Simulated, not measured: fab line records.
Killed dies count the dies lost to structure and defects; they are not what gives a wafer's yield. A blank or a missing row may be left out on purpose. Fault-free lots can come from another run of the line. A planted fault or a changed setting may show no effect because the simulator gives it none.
Chamber matching	flow nand_harc	NHARC_A_STAIRCASE_DEP_417 on pecvd-04 has 3 sister chambers
The step deposits Si3N4, target thk 60 nm. 14 wafers are shown with their chamber, then 7 later ones without.

WAFERS WITH THEIR CHAMBER
wafer	chamber	heater_power_w (W)
L074.1	0	584
L074.2	2	756
L074.3	1	487
L081.1	2	715
L081.2	1	564
L081.5	1	552
L080.1	1	543
L080.5	2	712
L080.6	0	553
L088.1	0	634
L088.4	2	716
L088.5	0	627
L087.1	2	745
L087.3	1	556

SIGNATURES (averages over the wafers above)
reading	chamber 0	chamber 1	chamber 2	scatter within a chamber
heater_power_w	599.50	540.40	728.80	29.8
Rule: a wafer lies at a distance from a chamber equal to the root of the sum of squares, over the readings, of (its reading less the chamber's mean, divided by the reading's scatter). If the next closest chamber is less than 2 further off than the closest, the wafer can't be placed; otherwise it belongs to the closest. How the scatter is found: for the shown wafers, subtract from each reading the mean of its chamber, square and add these, divide the total by (wafers less chambers), then take the root.

WAFERS WITHOUT THEIR CHAMBER
wafer	heater_power_w (W)
L087.5	670
L089.1	626
L089.3	493
L089.6	649
L097.3	800
L097.4	825
L097.6	498

WHICH CHAMBER EACH ONE RAN IN
wafer	from the rows above	in truth
L087.5	can't be placed: 2 or 0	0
L089.1	can't be placed: 0 or 1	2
L089.3	can't be placed: 1 or 0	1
L089.6	can't be placed: 0 or 2 or 1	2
L097.3	2	2
L097.4	2	2
L097.6	can't be placed: 1 or 0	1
2 of 7 placed correctly. Can't be placed from these rows: 5 (the true chamber is among the candidates in 4). 0 placed wrongly.
